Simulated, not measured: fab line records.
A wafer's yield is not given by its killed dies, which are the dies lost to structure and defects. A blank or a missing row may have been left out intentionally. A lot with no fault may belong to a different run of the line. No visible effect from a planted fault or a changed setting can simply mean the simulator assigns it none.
Split-lot trial	flow n5_finfet	21 wafers read from 7 lots, route of 1938 steps

THE SPLIT ITSELF
At N5_BEOL_M8_TRENCH_ETCH_37 (etches SiCOH lowk in C4F6/O2, target depth 93.478 nm, time 31.2 s), the setting time_s was moved away from the recipe's 31.2 s on 9 of the 21 wafers read, by -19.2% to +19.1%. All remaining wafers had this setting at the recipe value.

FROM THE SPLIT TO THE READING: what the file shows between them, 12 steps
- N5_BEOL_M8_ETCH_41: etches SiCN in CH3F/O2, target depth 31.9 nm, time 57.8 s
- N5_BEOL_M8_STRIP_80: strips in N2/H2, time 10 s
- N5_BEOL_M8_OCD_MEAS_38
- N5_BEOL_M8_CURE_75: cures SiCOH lowk, time 120 s (also split here: time_s)
- N5_BEOL_M8_DEGAS_44: time 60 s
- N5_BEOL_M8_PRE_CLEAN_45: time 30 s
- N5_BEOL_M8_ECD_50: material Cu, target thk 300 nm
- N5_BEOL_M8_ANNEAL_51: time 90 s
- N5_BEOL_M8_CMP_52: polishes, stops on SiCOH lowk, t overpolish 6.9 s, target thk 80 nm
- N5_BEOL_M8_THK_MEAS_53: measures by xrf
- N5_BEOL_M8_PRE_CLEAN_55: time 15 s
- N5_BEOL_M8_DEP_56: deposits SiCN from 3MS/NH3, target thk 10 nm, time 17.5 s

THE READING
M8_RS (ohm/sq), read at N5_BEOL_M8_RS_MEAS_57 with a four-point probe. On this fab line, fault-free wafers typically give 0.287 ohm/sq with a standard deviation of 0.0064 ohm/sq.

wafer	tool, chamber at the split	time_s as run, s	against the recipe	M8_RS, ohm/sq	against lot-mates on the recipe
L075.1	rie_diel-05, 0	26.85	-13.9%	0.345	+0.056
L075.3	rie_diel-05, 1	26.85	-13.9%	0.346	+0.057
L075.4	rie_diel-05, 2	31.2	recipe	0.289	-
L080.2	rie_diel-04, 3	28.39	-9.0%	0.324	+0.036
L080.4	rie_diel-04, 0	31.2	recipe	0.288	-
L080.6	rie_diel-04, 2	28.39	-9.0%	0.338	+0.050
L088.1	rie_diel-05, 1	31.2	recipe	0.285	-
L088.3	rie_diel-05, 0	25.22	-19.2%	0.392	+0.107
L088.4	rie_diel-05, 0	25.22	-19.2%	0.393	+0.108
L090.3	rie_diel-05, 0	31.2	recipe	0.293	-
L090.4	rie_diel-05, 3	31.2	recipe	0.294	-
L090.6	rie_diel-05, 0	37.16	+19.1%	0.231	-0.062
L093.2	rie_diel-04, 2	31.2	recipe	0.286	-
L093.3	rie_diel-04, 0	36.24	+16.2%	0.226	-0.060
L093.6	rie_diel-04, 0	36.24	+16.2%	0.231	-0.055
L091.3	rie_diel-05, 2	31.2	recipe	0.279	-
L091.5	rie_diel-05, 3	31.2	recipe	0.285	-
L091.6	rie_diel-05, 2	31.2	recipe	0.275	-
L095.2	rie_diel-02, 2	31.2	recipe	0.290	-
L095.3	rie_diel-02, 3	31.2	recipe	0.287	-
L095.5	rie_diel-02, 3	31.2	recipe	0.288	-

FIT RESULTS
A straight line over all 21 wafers: M8_RS changes by -0.00427 ohm/sq for each +1% of time_s; r = -0.97; the points scatter about the line by 0.01 ohm/sq.
The same after taking each lot's own level away (the mean of its wafers on the recipe; 21 wafers): -0.00431 ohm/sq for each +1%; r = -0.98; scatter 0.0095 ohm/sq.
On that fit, the largest move of time_s shifts the reading by 0.083 ohm/sq.
The span of the lots' own levels, 0.2797 to 0.2935 ohm/sq, comes to 2.2 times the standard deviation stated above.
So the lot-to-lot level changes the slope little: the two slopes agree.
Check: with one of the wafers moved furthest among these (-19.2%) left out of the fit, the line predicts +0.0825 ohm/sq for it against its lot-mates. It came out at +0.107 ohm/sq against them.

THE OTHER SPLITS THESE WAFERS WENT THROUGH
These wafers also went through other splits before the reading. Each is held against what the fit with the lots' levels taken away leaves over:
other split on the same wafers	wafers away from the commonest value	r with M8_RS (lot level and that fit taken away)
N5_BEOL_M8_CURE_75 time_s	7	+0.55

THE WHOLE CHAIN: every reading that the file lists as answering this split, in the file's order
step	what it does	reading	change (the file's fit)	r (the file's)
N5_BEOL_M8_TRENCH_ETCH_37	etches SiCOH lowk in C4F6/O2, target depth 93.478 nm, time 31.2 s	etch.depth_nm (the simulator's own value, which no gauge read)	+0.981 nm for each +1% of the setting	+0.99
N5_BEOL_M8_TRENCH_ETCH_37	etches SiCOH lowk in C4F6/O2, target depth 93.478 nm, time 31.2 s	BEOL_M8.feature_depth_nm (the simulator's own value, which no gauge read)	+0.979 nm for each +1% of the setting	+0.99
N5_BEOL_M8_TRENCH_ETCH_37	etches SiCOH lowk in C4F6/O2, target depth 93.478 nm, time 31.2 s	TiN_of_BEOL_M8_HM_DEP_02.thk_nm (the simulator's own value, which no gauge read)	-0.0277 nm for each +1% of the setting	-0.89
N5_BEOL_M8_OCD_MEAS_38		trench_depth_nm	+0.965 nm for each +1% of the setting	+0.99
N5_BEOL_M8_CMP_52	polishes, stops on SiCOH lowk, t overpolish 6.9 s, target thk 80 nm	Cu_of_BEOL_M8_ECD_50.thk_nm (the simulator's own value, which no gauge read)	+0.952 nm for each +1% of the setting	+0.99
N5_BEOL_M8_THK_MEAS_53	measures by xrf	M8_THK	+0.97 for each +1% of the setting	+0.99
N5_BEOL_M8_RS_MEAS_57	measures by four-point-probe	M8_RS	-0.00423 for each +1% of the setting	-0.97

THE FILE'S OWN FIT
M8_RS changes by -0.00423 ohm/sq for each +1% of time_s, r = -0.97.
